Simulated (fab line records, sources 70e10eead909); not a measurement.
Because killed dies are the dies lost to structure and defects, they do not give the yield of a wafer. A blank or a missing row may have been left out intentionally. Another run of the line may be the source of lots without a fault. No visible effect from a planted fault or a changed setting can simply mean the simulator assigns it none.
Chamber matching -- flow nand harc -- NHARC_A_STAIRCASE_TRIM_187 on rie diel-07: 4 sister chambers
The step chemistry O2, time 211.2 s. 16 wafers are shown with their chamber, then 8 later ones without.

== WAFERS PAIRED WITH THEIR CHAMBERS ==
wafer,chamber,drypump motor current A (A),showerhead plenum p Torr (Torr),rf vpp V (V)
L074.1,1,5.7,3.55,58.2
L074.3,0,6.3,3.45,58.1
L074.4,3,5.4,3.60,57.6
L076.1,0,6.3,3.45,58.4
L076.2,1,5.7,3.54,58.0
L076.3,2,6.7,3.59,59.2
L078.2,0,6.3,3.44,57.3
L078.3,1,5.7,3.54,58.6
L078.6,1,5.7,3.54,57.2
L080.1,3,5.4,3.59,56.1
L080.3,2,6.7,3.58,57.7
L080.6,0,6.3,3.44,58.8
L085.2,1,5.7,3.53,59.1
L085.3,3,5.4,3.58,56.2
L085.4,2,6.7,3.57,58.3
L091.2,3,5.3,3.57,55.8

SIGNATURES (means of the wafers above)
reading,chamber 0,chamber 1,chamber 2,chamber 3,scatter within a chamber
drypump motor current A,6.300,5.700,6.700,5.375,0.025
showerhead plenum p Torr,3.4450,3.5400,3.5800,3.5850,0.00913
rf vpp V,58.150,58.220,58.400,56.425,0.724
Rule: for a wafer and a chamber, the distance is found by dividing, reading by reading, the gap between the wafer's reading and the chamber's mean by the reading's scatter, squaring, summing and taking the root. If the next closest chamber is less than 2 further off than the closest, the wafer can't be placed; otherwise it belongs to the closest. The scatter: take each reading less its chamber's mean, square it, sum over the shown wafers, divide by the number of wafers less the number of chambers, and take the root.

== WAFERS MISSING THEIR CHAMBER ==
wafer,drypump motor current A (A),showerhead plenum p Torr (Torr),rf vpp V (V)
L091.5,5.3,3.57,58.7
L091.6,6.7,3.57,56.9
L096.2,5.4,3.56,59.8
L096.4,5.7,3.51,57.5
L096.5,6.3,3.41,58.1
L095.2,6.7,3.56,58.6
L095.4,5.4,3.55,58.9
L095.5,5.7,3.51,57.3

== EACH ONE'S CHAMBER ==
wafer,from the rows above,in truth
L091.5,3,3
L091.6,2,2
L096.2,3,3
L096.4,1,1
L096.5,0,0
L095.2,2,2
L095.4,3,3
L095.5,1,1
8 of 8 placed correctly. Not placeable from these rows: 0. Wrongly placed: 0.
